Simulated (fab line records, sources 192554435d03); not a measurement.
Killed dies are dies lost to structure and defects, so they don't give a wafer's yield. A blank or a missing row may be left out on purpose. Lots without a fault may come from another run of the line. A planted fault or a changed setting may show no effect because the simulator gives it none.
Which tool did it? | flow n5_finfet | 11 lots, 33 wafers sampled, at 4 steps of a route of 1938

WHAT THE GAUGES READ, wafer by wafer
The record holds no reading of a measuring or inspecting step that can be judged against a usual standard deviation.

WHICH TOOL RAN EACH LOT (tool, then ch and the chambers of the sampled wafers, then the start)
lot  | N5_BEOL_M4_SPUTTER_92        | N5_PASSIVATION_VIA_ETCH_13         | N5_PASSIVATION_SPUTTER_20    | N5_PASSIVATION_PROBE_49
L303 | pvd_sputter-01, day 7 16:45  | rie_diel-06 ch 1,3, day 11 22:31   | pvd_sputter-03, day 11 23:01 | prober-02, day 12 05:05
L307 | pvd_sputter-01, day 8 08:48  | rie_diel-06 ch 0,1, day 12 16:16   | pvd_sputter-03, day 12 17:09 | prober-02, day 12 22:47
L306 | pvd_sputter-03, day 8 09:56  | rie_diel-03 ch 0,3, day 12 16:35   | pvd_sputter-01, day 12 17:33 | prober-01, day 12 23:40
L311 | pvd_sputter-02, day 9 19:58  | rie_diel-06 ch 0,3, day 13 23:53   | pvd_sputter-03, day 14 00:56 | prober-02, day 14 07:20
L312 | pvd_sputter-02, day 10 00:01 | rie_diel-06 ch 1,3, day 14 04:11   | pvd_sputter-02, day 14 04:55 | prober-02, day 14 10:52
L313 | pvd_sputter-02, day 10 05:47 | rie_diel-04 ch 0,2,3, day 14 04:28 | pvd_sputter-02, day 14 05:34 | prober-01, day 14 11:44
L315 | pvd_sputter-02, day 10 21:27 | rie_diel-03 ch 0,1,2, day 14 19:51 | pvd_sputter-02, day 14 21:13 | prober-01, day 15 03:41
L316 | pvd_sputter-03, day 11 04:47 | rie_diel-06 ch 1,2,3, day 15 05:04 | pvd_sputter-03, day 15 05:50 | prober-01, day 15 12:02
L318 | pvd_sputter-02, day 11 11:36 | rie_diel-06 ch 1,2,3, day 15 17:28 | pvd_sputter-01, day 15 18:01 | prober-01, day 16 00:00
L319 | pvd_sputter-02, day 11 13:26 | rie_diel-06 ch 1,2,3, day 15 13:29 | pvd_sputter-02, day 15 14:10 | prober-01, day 15 19:49
L325 | pvd_sputter-03, day 13 09:57 | rie_diel-04 ch 1,3, day 17 04:56   | pvd_sputter-03, day 17 05:32 | prober-01, day 17 11:34
- N5_BEOL_M4_SPUTTER_92: material Cu, target thk 4.5 nm, time 8.29 s.
- N5_PASSIVATION_VIA_ETCH_13: etches SiO2 in CHF3/O2, target depth 660 nm, time 330 s.
- N5_PASSIVATION_SPUTTER_20: material TaN, target thk 50 nm.
- N5_PASSIVATION_PROBE_49

WHAT THE TOOLS THEMSELVES READ (means of the sampled wafers that have a number; where no wafer has one, the mark that the record gives instead)
N5_BEOL_M4_SPUTTER_92. Usual: throttle_valve_pct 30.1 %, standard deviation 1.6.
lot  | tool           | throttle_valve_pct (%) | flag
L303 | pvd_sputter-01 | 30.1                   |
L307 | pvd_sputter-01 | 30.3                   |
L306 | pvd_sputter-03 | 30.1                   |
L311 | pvd_sputter-02 | 30.5                   |
L312 | pvd_sputter-02 | 30.9                   |
L313 | pvd_sputter-02 | 30.4                   |
L315 | pvd_sputter-02 | 30.0                   |
L316 | pvd_sputter-03 | 29.5                   |
L318 | pvd_sputter-02 | 30.8                   |
L319 | pvd_sputter-02 | 30.9                   |
L325 | pvd_sputter-03 | 29.4                   |

N5_PASSIVATION_VIA_ETCH_13. Usual: CHF3_flow_sccm 50.01 sccm, standard deviation 0.16; drypump_motor_current_A 6.0 A, standard deviation 0.54; etch_rf_on_time_s 233 s, standard deviation 5.4; oes_ar_750_au 0.83 a.u., standard deviation 0.088; oes_product_au 0.74 a.u., standard deviation 0.087; rf_vpp_V 526 V, standard deviation 20; showerhead_plenum_p_Torr 2.40 Torr, standard deviation 0.077; throttle_valve_pct 18.85 %, standard deviation 0.3.
lot  | tool        | CHF3_flow_sccm (sccm) | drypump_motor_current_A (A) | etch_rf_on_time_s (s) | oes_ar_750_au (a.u.) | oes_product_au (a.u.) | rf_vpp_V (V) | showerhead_plenum_p_Torr (Torr) | throttle_valve_pct (%) | flag
L303 | rie_diel-06 | 49.90                 | 6.5                         | 235                   | 0.96                 | 0.87                  | 545          | 2.47                            | 18.62                  |
L307 | rie_diel-06 | 50.06                 | 6.0                         | 233                   | 0.88                 | 0.79                  | 522          | 2.37                            | 18.87                  |
L306 | rie_diel-03 | 49.90                 | 6.4                         | 231                   | 0.82                 | 0.73                  | 507          | 2.31                            | 18.76                  |
L311 | rie_diel-06 | 49.98                 | 6.3                         | 234                   | 0.81                 | 0.72                  | 518          | 2.46                            | 18.98                  |
L312 | rie_diel-06 | 49.98                 | 6.5                         | 234                   | 0.90                 | 0.82                  | 545          | 2.47                            | 18.65                  |
L313 | rie_diel-04 | 50.21                 | 5.7                         | 235                   | 0.73                 | 0.66                  | 531          | 2.42                            | 19.05                  |
L315 | rie_diel-03 | 49.87                 | 6.1                         | 228                   | 0.79                 | 0.70                  | 522          | 2.39                            | 18.75                  |
L316 | rie_diel-06 | 50.23                 | 5.9                         | 233                   | 0.91                 | 0.81                  | 532          | 2.41                            | 18.67                  |
L318 | rie_diel-06 | 49.86                 | 5.9                         | 229                   | 0.90                 | 0.81                  | 531          | 2.41                            | 18.69                  |
L319 | rie_diel-06 | 50.04                 | 5.9                         | 231                   | 0.90                 | 0.82                  | 530          | 2.41                            | 18.68                  |
L325 | rie_diel-04 | 49.97                 | 6.1                         | 236                   | 0.76                 | 0.69                  | 537          | 2.39                            | 19.30                  |

N5_PASSIVATION_SPUTTER_20. Usual: throttle_valve_pct 30.0 %, standard deviation 1.5.
lot  | tool           | throttle_valve_pct (%) | flag
L303 | pvd_sputter-03 | 29.9                   |
L307 | pvd_sputter-03 | 29.4                   |
L306 | pvd_sputter-01 | 30.2                   |
L311 | pvd_sputter-03 | 30.0                   |
L312 | pvd_sputter-02 | 31.3                   |
L313 | pvd_sputter-02 | 30.5                   |
L315 | pvd_sputter-02 | 30.9                   |
L316 | pvd_sputter-03 | 29.9                   |
L318 | pvd_sputter-01 | 30.1                   |
L319 | pvd_sputter-02 | 30.5                   |
L325 | pvd_sputter-03 | 30.1                   |

N5_PASSIVATION_PROBE_49. Usual: defect_limited_yield 91.0 %, standard deviation 1.4; killed_at_M0_to_M3 36, standard deviation 11; killed_at_M4_up 13, standard deviation 5.4; killed_at_contacts 12, standard deviation 6.4; killed_at_front_end 41, standard deviation 13; killed_at_other 2.9, standard deviation 2.3; killed_dies 106, standard deviation 17; killed_on_rim 14, standard deviation 3.9; killed_open 70, standard deviation 12; killed_short 34, standard deviation 8.4; sort_bin_4_leakage 0.01 %, standard deviation 0.057; sort_bin_5_function 5.2 %, standard deviation 1; sort_bin_6_memory 3.4 %, standard deviation 0.63; sort_n_pass 1074, standard deviation 18; sort_yield_pct 91.0 %, standard deviation 1.6.
lot  | tool      | defect_limited_yield (%) | killed_at_M0_to_M3 | killed_at_M4_up | killed_at_contacts | killed_at_front_end | killed_at_other | killed_dies | killed_on_rim | killed_open | killed_short | sort_bin_4_leakage (%) | sort_bin_5_function (%) | sort_bin_6_memory (%) | sort_n_pass | sort_yield_pct (%) | flag
L303 | prober-02 | 90.4                     | 36                 | 14              | 8                  | 51                  | 5.0             | 114         | 17            | 67          | 43           | 0.03                   | 5.2                     | 3.6                   | 1066        | 90.3               |
L307 | prober-02 | 91.8                     | 37                 | 11              | 7                  | 39                  | 2.0             | 97          | 14            | 64          | 29           | 0.00                   | 4.4                     | 3.4                   | 1083        | 91.8               |
L306 | prober-01 | 90.8                     | 38                 | 16              | 8                  | 45                  | 1.7             | 109         | 17            | 67          | 35           | 0.00                   | 4.7                     | 3.8                   | 1071        | 90.8               |
L311 | prober-02 | 90.9                     | 27                 | 11              | 10                 | 57                  | 2.0             | 107         | 15            | 69          | 38           | 0.00                   | 5.8                     | 3.0                   | 1073        | 90.9               |
L312 | prober-02 | 92.1                     | 31                 | 6               | 15                 | 36                  | 5.3             | 93          | 12            | 59          | 34           | 0.00                   | 4.3                     | 3.5                   | 1087        | 92.1               |
L313 | prober-01 | 92.9                     | 26                 | 17              | 9                  | 29                  | 2.3             | 84          | 10            | 58          | 23           | 0.00                   | 4.0                     | 2.9                   | 1096        | 92.9               |
L315 | prober-01 | 92.6                     | 29                 | 10              | 14                 | 31                  | 3.0             | 87          | 12            | 62          | 24           | 0.00                   | 4.4                     | 2.7                   | 1093        | 92.6               |
L316 | prober-01 | 89.8                     | 45                 | 15              | 10                 | 49                  | 0.7             | 120         | 15            | 73          | 44           | 0.00                   | 5.9                     | 4.0                   | 1060        | 89.8               |
L318 | prober-01 | 80.2                     | 35                 | 143             | 7                  | 48                  | 0.7             | 233         | 23            | 54          | 35           | 0.00                   | 11.7                    | 4.3                   | 947         | 80.2               | OFF
L319 | prober-01 | 81.7                     | 27                 | 145             | 8                  | 37                  | 0.7             | 217         | 19            | 56          | 25           | 0.03                   | 10.9                    | 3.9                   | 963         | 81.6               | OFF
L325 | prober-01 | 90.0                     | 26                 | 24              | 15                 | 46                  | 7.3             | 118         | 16            | 83          | 33           | 0.00                   | 5.6                     | 4.0                   | 1062        | 90.0               |

THE ANSWER, worked out from the rows above alone
Rule: a lot is off if the mean of its wafers that have a number lies more than 3 standard deviations from the usual mean. A lot without any number at a reading at which 4 lots or more have one is off too. The other lots that the step has rows for count as sound. The gauges are gone through in route order, then the tools' own readings, and for those a lot's mean is taken as printed above. The first step at which some lot is off is used, and at that step the reading that is off furthest; a lot without a number counts as furthest.
Off: L318, L319, at N5_PASSIVATION_PROBE_49 (killed_at_M4_up).
A tool fits if, at that step or a process step before it, it ran every lot that is off, and no sound lot after the first of them. Can't be told from this: 2 tools fit, pvd_sputter-02 at N5_BEOL_M4_SPUTTER_92, rie_diel-06 at N5_PASSIVATION_VIA_ETCH_13.

WHAT THE SIMULATOR HAD PUT IN
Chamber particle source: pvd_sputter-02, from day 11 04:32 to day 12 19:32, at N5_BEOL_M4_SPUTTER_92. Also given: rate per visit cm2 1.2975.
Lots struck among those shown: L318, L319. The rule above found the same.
